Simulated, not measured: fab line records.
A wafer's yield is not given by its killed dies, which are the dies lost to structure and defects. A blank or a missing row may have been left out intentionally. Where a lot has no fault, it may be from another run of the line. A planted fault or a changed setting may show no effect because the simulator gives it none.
Chamber matching	flow nand_harc	3 sister chambers for NHARC_A_DECK1_JOINT_DEP_16 on pecvd-04
The step deposits SiO2, target thk 45 nm. 6 wafers are shown with their chamber, then 7 later ones without.

WAFERS, EACH WITH ITS CHAMBER
wafer	chamber	throttle_valve_pct (%)	heater_power_w (W)
L082.4	1	15.8	558
L084.1	0	16.3	415
L084.5	2	16.1	404
L084.6	1	16.0	504
L089.2	2	16.1	471
L089.3	0	16.5	412

WAFERS MISSING THEIR CHAMBER
wafer	throttle_valve_pct (%)	heater_power_w (W)
L089.5	16.2	523
L088.2	16.6	485
L088.5	16.5	499
L088.6	16.2	359
L096.2	15.4	472
L096.5	15.5	482
L096.6	15.4	602

THE CHAMBER EACH PASSED THROUGH
wafer	from the rows above	in truth
L089.5	can't be placed: 2 or 1 or 0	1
L088.2	can't be placed: 0 or 2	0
L088.5	can't be placed: 0 or 2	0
L088.6	can't be placed: 0 or 2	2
L096.2	can't be placed: 1 or 2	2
L096.5	can't be placed: 1 or 2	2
L096.6	1	1
Correct placement for 1 of the 7. From these rows, 6 cannot be placed; in 6 the true chamber is one of the candidates. 0 placed wrongly.
How it was worked out, from the rows above alone: a wafer's distance from a chamber is the root of the sum, over the readings, of the square of ((its reading less the chamber's mean) divided by the reading's scatter). The wafer belongs to the nearest chamber; if the next one is less than 2 further off, it can't be placed. A chamber's mean is the mean of its shown wafers. The scatter: the root of (the sum of the squares of (reading less its chamber's mean) over the shown wafers, divided by (wafers less chambers)).
